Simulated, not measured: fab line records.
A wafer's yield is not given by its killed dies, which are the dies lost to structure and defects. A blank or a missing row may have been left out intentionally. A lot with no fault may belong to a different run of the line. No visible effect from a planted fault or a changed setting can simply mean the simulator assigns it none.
Chamber matching / flow nandHarc / 4 sister chambers for NHARC_A_SGD_CUT_CMP_21 on cmp-01
The step polishes, target thk 148.19 nm. 8 wafers are shown with their chamber, then 7 later ones without.

## WAFERS, EACH WITH ITS CHAMBER
wafer=L499.5; chamber=3; motorCurrentA (A)=10.8; timeToEndpointS (s)=54
wafer=L506.1; chamber=2; motorCurrentA (A)=12.9; timeToEndpointS (s)=52
wafer=L506.4; chamber=1; motorCurrentA (A)=11.2; timeToEndpointS (s)=49
wafer=L508.1; chamber=3; motorCurrentA (A)=11.2; timeToEndpointS (s)=51
wafer=L508.3; chamber=0; motorCurrentA (A)=14.6; timeToEndpointS (s)=50
wafer=L508.5; chamber=2; motorCurrentA (A)=12.4; timeToEndpointS (s)=50
wafer=L512.2; chamber=1; motorCurrentA (A)=11.0; timeToEndpointS (s)=48
wafer=L512.4; chamber=0; motorCurrentA (A)=13.7; timeToEndpointS (s)=56

## WAFERS WITHOUT THEIR CHAMBER
wafer=L512.5; motorCurrentA (A)=13.5; timeToEndpointS (s)=51
wafer=L514.1; motorCurrentA (A)=10.4; timeToEndpointS (s)=48
wafer=L514.2; motorCurrentA (A)=13.6; timeToEndpointS (s)=49
wafer=L514.5; motorCurrentA (A)=13.3; timeToEndpointS (s)=50
wafer=L519.1; motorCurrentA (A)=11.0; timeToEndpointS (s)=47
wafer=L519.4; motorCurrentA (A)=10.6; timeToEndpointS (s)=47
wafer=L519.6; motorCurrentA (A)=12.8; timeToEndpointS (s)=51

## CHAMBER TAKEN BY EACH
wafer=L512.5; from the rows above=can't be placed: 0 or 2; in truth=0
wafer=L514.1; from the rows above=can't be placed: 1 or 3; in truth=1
wafer=L514.2; from the rows above=can't be placed: 0 or 2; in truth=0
wafer=L514.5; from the rows above=can't be placed: 2 or 0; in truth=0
wafer=L519.1; from the rows above=can't be placed: 1 or 3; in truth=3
wafer=L519.4; from the rows above=can't be placed: 1 or 3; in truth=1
wafer=L519.6; from the rows above=2; in truth=2
Correct placement for 1 of the 7. From these rows, 6 cannot be placed; in 6 the true chamber is one of the candidates. Placed wrongly: 0.
How it was worked out, from the rows above alone: a wafer's distance from a chamber is the root of the sum, over the readings, of the square of ((its reading less the chamber's mean) divided by the reading's scatter). If the next closest chamber is less than 2 further off than the closest, the wafer can't be placed; otherwise it belongs to the closest. The mean given for a chamber averages the wafers shown for that chamber. The scatter: take each reading less its chamber's mean, square it, sum over the shown wafers, divide by the number of wafers less the number of chambers, and take the root.
